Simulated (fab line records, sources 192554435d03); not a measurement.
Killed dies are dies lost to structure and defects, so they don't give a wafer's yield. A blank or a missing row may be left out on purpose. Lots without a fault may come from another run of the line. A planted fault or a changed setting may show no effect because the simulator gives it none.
Chamber matching | flow n5_finfet | N5_ILD0_CMP_07 on cmp-02: 4 sister chambers
The step polishes SiO2 flowable, stops on poly-Si, t overpolish 1.18 s, target thk 138.88 nm. 7 wafers are shown with their chamber, then 7 later ones without.

WAFERS WITH THEIR CHAMBER
wafer  | chamber | motor_current_A (A) | slurry_flow_ml_min
L082.1 | 3       | 12.3                | 149.7
L082.2 | 1       | 12.6                | 150.8
L082.3 | 2       | 11.4                | 150.8
L083.2 | 0       | 11.7                | 151.2
L083.4 | 1       | 12.3                | 149.3
L084.2 | 3       | 12.0                | 149.9
L084.3 | 2       | 11.1                | 150.0

WAFERS WITHOUT THEIR CHAMBER
wafer  | motor_current_A (A) | slurry_flow_ml_min
L088.1 | 12.1                | 149.5
L088.3 | 11.4                | 149.5
L089.4 | 11.8                | 150.9
L090.1 | 12.9                | 149.7
L090.2 | 11.3                | 150.3
L092.2 | 11.8                | 149.2
L097.2 | 10.7                | 150.2

WHICH CHAMBER EACH WENT THROUGH
wafer  | from the rows above               | in truth
L088.1 | can't be placed: 3 or 1           | 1
L088.3 | can't be placed: 2 or 0           | 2
L089.4 | can't be placed: 0 or 3           | 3
L090.1 | can't be placed: 1 or 3           | 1
L090.2 | 2                                 | 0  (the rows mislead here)
L092.2 | can't be placed: 3 or 0 or 2 or 1 | 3
L097.2 | 2                                 | 2
Placed correctly: 1 of 7. Can't be placed from these rows: 5 (the true chamber is among the candidates in 5). Placed wrongly: 1.
How it was worked out, from the rows above alone: a wafer's distance from a chamber is the root of the sum, over the readings, of the square of ((its reading less the chamber's mean) divided by the reading's scatter). The wafer belongs to the nearest chamber; if the next one is less than 2 further off, it can't be placed. A chamber's mean is the mean of its shown wafers. The scatter: the root of (the sum of the squares of (reading less its chamber's mean) over the shown wafers, divided by (wafers less chambers)).
